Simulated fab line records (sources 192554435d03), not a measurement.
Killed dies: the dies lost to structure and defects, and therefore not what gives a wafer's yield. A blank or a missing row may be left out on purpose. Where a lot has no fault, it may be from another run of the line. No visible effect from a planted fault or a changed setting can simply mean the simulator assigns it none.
What tool caused it? + flow n5-finfet + 22 lots, 66 wafers sampled, at 2 steps of a route of 1938

== WHAT EACH GAUGE READ, for each wafer ==
N5_BEOL_M5_CD_MEAS_35: target cd 28 nm, target cd y 24 nm.
| lot  | measured     | on        | cd-nm (nm)     |
|------|--------------|-----------|----------------|
| L074 | day 8 13:10  | cd-sem-03 | 27.7 28.3 27.8 |
| L076 | day 8 13:20  | cd-sem-03 | 27.9 27.2 28.0 |
| L077 | day 9 00:10  | cd-sem-01 | 27.7 27.9 27.8 |
| L078 | day 9 06:29  | cd-sem-03 | 27.8 27.7 27.9 |
| L079 | day 9 06:36  | cd-sem-02 | 27.8 28.3 27.9 |
| L080 | day 9 10:57  | cd-sem-02 | 28.5 27.6 28.3 |
| L081 | day 10 01:47 | cd-sem-02 | 27.9 27.8 27.8 |
| L082 | day 10 06:16 | cd-sem-02 | 28.5 28.3 28.1 |
| L083 | day 10 10:14 | cd-sem-03 | 27.3 28.0 27.9 |
| L084 | day 10 18:32 | cd-sem-02 | 27.9 28.4 27.5 |
| L085 | day 11 01:52 | cd-sem-03 | 28.2 27.7 28.0 |
| L088 | day 11 12:11 | cd-sem-03 | 28.0 27.8 28.2 |
| L089 | day 11 15:29 | cd-sem-01 | 28.0 27.4 27.7 |
| L087 | day 11 18:19 | cd-sem-01 | 28.2 27.2 28.0 |
| L090 | day 11 21:30 | cd-sem-02 | 28.3 28.2 28.3 |
| L091 | day 12 02:53 | cd-sem-02 | 28.2 28.0 27.8 |
| L093 | day 13 13:20 | cd-sem-03 | 27.8 28.7 28.2 |
| L092 | day 13 13:57 | cd-sem-03 | 28.3 28.4 28.6 |
| L097 | day 13 16:50 | cd-sem-01 | 28.2 27.9 28.3 |
| L094 | day 13 17:12 | cd-sem-02 | 27.6 27.3 28.4 |
| L095 | day 13 21:07 | cd-sem-03 | 27.8 28.3 28.2 |
| L096 | day 14 14:22 | cd-sem-03 | 27.5 28.2 28.0 |

== EACH LOT AND THE TOOL THAT RAN IT (in order: tool; ch and the chambers of the sampled wafers; start) ==
| lot  | N5_BEOL_M5_STRIP_91                           |
|------|-----------------------------------------------|
| L074 | rie-diel-04 ch 0,1,2, day 8 13:10 or earlier  |
| L076 | rie-diel-06 ch 0,3, day 8 13:20 or earlier    |
| L077 | rie-diel-04 ch 0,2,3, day 9 00:10 or earlier  |
| L078 | rie-diel-02 ch 0,2, day 9 06:29 or earlier    |
| L079 | rie-diel-06 ch 1,3, day 9 06:36 or earlier    |
| L080 | rie-diel-04 ch 0,1, day 9 10:57 or earlier    |
| L081 | rie-diel-04 ch 2,3, day 10 01:47 or earlier   |
| L082 | rie-diel-04 ch 2,3, day 10 06:16 or earlier   |
| L083 | rie-diel-06 ch 0,2,3, day 10 10:14 or earlier |
| L084 | rie-diel-04 ch 2,3, day 10 18:32 or earlier   |
| L085 | rie-diel-04 ch 0,1,3, day 11 01:52 or earlier |
| L088 | rie-diel-06 ch 0,1,2, day 11 12:11 or earlier |
| L089 | rie-diel-02 ch 0,1,2, day 11 15:29 or earlier |
| L087 | rie-diel-04 ch 2,3, day 11 18:19 or earlier   |
| L090 | rie-diel-06 ch 1,2, day 11 21:30 or earlier   |
| L091 | rie-diel-02 ch 0,2,3, day 12 02:53 or earlier |
| L093 | rie-diel-06 ch 0,2, day 13 13:20 or earlier   |
| L092 | rie-diel-06 ch 1,2, day 13 13:57 or earlier   |
| L097 | rie-diel-02 ch 0,2, day 13 16:50 or earlier   |
| L094 | rie-diel-06 ch 0,1,2, day 13 17:12 or earlier |
| L095 | rie-diel-06 ch 0,1,2, day 13 21:07 or earlier |
| L096 | rie-diel-06 ch 0,2,3, day 14 14:22 or earlier |
- N5_BEOL_M5_STRIP_91: strips in N2/H2, time 10 s.

== WHAT THE TOOLS THEMSELVES READ (means of the sampled wafers that have a number; where no wafer has one, the mark that the record gives instead) ==
N5_BEOL_M5_STRIP_91.
| lot  | tool        | bias-power-w (W) | chamber-pressure-mTorr (mTorr) | drypump-motor-current-A (A) | oes-product-au (a.u.) | rf-vpp-V (V) | showerhead-plenum-p-Torr (Torr) | throttle-valve-pct (%) |
|------|-------------|------------------|--------------------------------|-----------------------------|-----------------------|--------------|---------------------------------|------------------------|
| L074 | rie-diel-04 | 6.996            | 20.007                         | 5.9                         | 0.76                  | 59.3         | 2.53                            | 23.50                  |
| L076 | rie-diel-06 | 7.002            | 20.009                         | 5.4                         | 0.73                  | 58.1         | 2.49                            | 23.85                  |
| L077 | rie-diel-04 | 6.985            | 20.001                         | 5.8                         | 0.72                  | 58.8         | 2.59                            | 23.56                  |
| L078 | rie-diel-02 | 6.993            | 19.998                         | 5.5                         | 0.85                  | 59.0         | 2.59                            | 23.97                  |
| L079 | rie-diel-06 | 6.990            | 19.998                         | 5.4                         | 0.77                  | 58.7         | 2.50                            | 23.84                  |
| L080 | rie-diel-04 | 7.010            | 20.009                         | 5.9                         | 0.78                  | 59.2         | 2.47                            | 23.54                  |
| L081 | rie-diel-04 | 7.003            | 19.989                         | 5.6                         | 0.73                  | 59.4         | 2.63                            | 23.78                  |
| L082 | rie-diel-04 | 6.976            | 19.991                         | 5.9                         | 0.73                  | 59.6         | 2.63                            | 23.69                  |
| L083 | rie-diel-06 | 7.000            | 19.992                         | 5.5                         | 0.76                  | 59.3         | 2.50                            | 23.68                  |
| L084 | rie-diel-04 | 7.000            | 19.996                         | 5.6                         | 0.73                  | 59.3         | 2.63                            | 23.79                  |
| L085 | rie-diel-04 | 7.007            | 19.988                         | 5.7                         | 0.74                  | 59.2         | 2.53                            | 23.62                  |
| L088 | rie-diel-06 | 6.999            | 19.979                         | 5.5                         | 0.76                  | 59.0         | 2.54                            | 23.56                  |
| L089 | rie-diel-02 | 6.997            | 20.009                         | 5.7                         | 0.80                  | 59.5         | 2.57                            | 24.03                  |
| L087 | rie-diel-04 | 6.999            | 19.971                         | 5.9                         | 0.72                  | 59.5         | 2.63                            | 23.70                  |
| L090 | rie-diel-06 | 7.021            | 19.988                         | 5.5                         | 0.77                  | 59.5         | 2.51                            | 23.68                  |
| L091 | rie-diel-02 | 7.003            | 19.984                         | 5.4                         | 0.79                  | 59.7         | 2.57                            | 23.80                  |
| L093 | rie-diel-06 | 6.997            | 19.993                         | 5.4                         | 0.91                  | 59.9         | 2.55                            | 23.24                  |
| L092 | rie-diel-06 | 7.021            | 20.008                         | 5.8                         | 0.78                  | 59.7         | 2.48                            | 23.65                  |
| L097 | rie-diel-02 | 7.017            | 20.010                         | 5.5                         | 0.81                  | 58.9         | 2.57                            | 24.01                  |
| L094 | rie-diel-06 | 6.968            | 20.016                         | 5.5                         | 0.83                  | 59.6         | 2.53                            | 23.48                  |
| L095 | rie-diel-06 | 7.013            | 19.991                         | 5.5                         | 0.84                  | 59.3         | 2.53                            | 23.47                  |
| L096 | rie-diel-06 | 6.971            | 19.983                         | 5.6                         | 0.82                  | 58.1         | 2.49                            | 23.61                  |

== THE ANSWER, worked out from the rows above alone ==
Rule: usual is defined by the lots themselves. The widest of any qualifying gaps counts: lots, ordered by their means at a reading, are off when they make up no more than a third of the lots, leave a main group of 4 or more, and stand apart from it by 3 or more times the standard deviation of that group's means. A main group whose means are all the same, to the digits that the tables above print for the reading, isn't used. A lot without any number at a reading at which 4 lots or more have one is off too. All remaining lots with rows at the step are treated as sound. After the gauges, taken in route order, come the tools' own readings; for these a lot's mean is taken, as printed above. The first step at which some lot is off is used, and at that step the reading that is off furthest; a lot without a number counts as furthest.
No lot is off on any of the readings shown, so nothing can be concluded from this.

== WHAT THE SIMULATOR PUT IN ==
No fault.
